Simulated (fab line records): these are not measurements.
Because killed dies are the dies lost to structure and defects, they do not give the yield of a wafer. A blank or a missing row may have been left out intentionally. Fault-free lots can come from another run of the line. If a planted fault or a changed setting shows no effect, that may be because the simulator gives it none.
Chamber matching | flow n5-finfet | rie-diel-05 running N5_MOL_CONTACT_COAG_ETCH_65: 4 sister chambers
The step etches underlayer in N2/H2, target depth 13 nm, time 10.4 s. 4 wafers are shown with their chamber, then 7 later ones without.

== WAFERS PAIRED WITH THEIR CHAMBERS ==
wafer  | chamber | showerhead-plenum-p-Torr (Torr)
L242.1 | 0       | 2.60
L243.6 | 3       | 2.40
L244.1 | 2       | 2.64
L244.3 | 1       | 2.53

== WAFERS MISSING THEIR CHAMBER ==
wafer  | showerhead-plenum-p-Torr (Torr)
L244.6 | 2.53
L248.1 | 2.53
L248.3 | 2.40
L248.5 | 2.63
L251.4 | 2.39
L251.5 | 2.53
L251.6 | 2.63

== CHAMBER TAKEN BY EACH ==
wafer  | from the rows above | in truth
L244.6 | 1                   | 1
L248.1 | 1                   | 1
L248.3 | 3                   | 3
L248.5 | 2                   | 2
L251.4 | 3                   | 3
L251.5 | 1                   | 1
L251.6 | 2                   | 2
Placed correctly: 7 of 7. Not placeable from these rows: 0. 0 placed wrongly.
How it was worked out, from the rows above alone: a wafer's distance from a chamber is the root of the sum, over the readings, of the square of ((its reading less the chamber's mean) divided by the reading's scatter). The wafer belongs to the nearest chamber; if the next one is less than 2 further off, it can't be placed. Each chamber's mean is taken over the wafers shown for it. The scatter: root of mean squared gap, hidden wafer to nearest shown wafer, with one shown wafer a chamber.
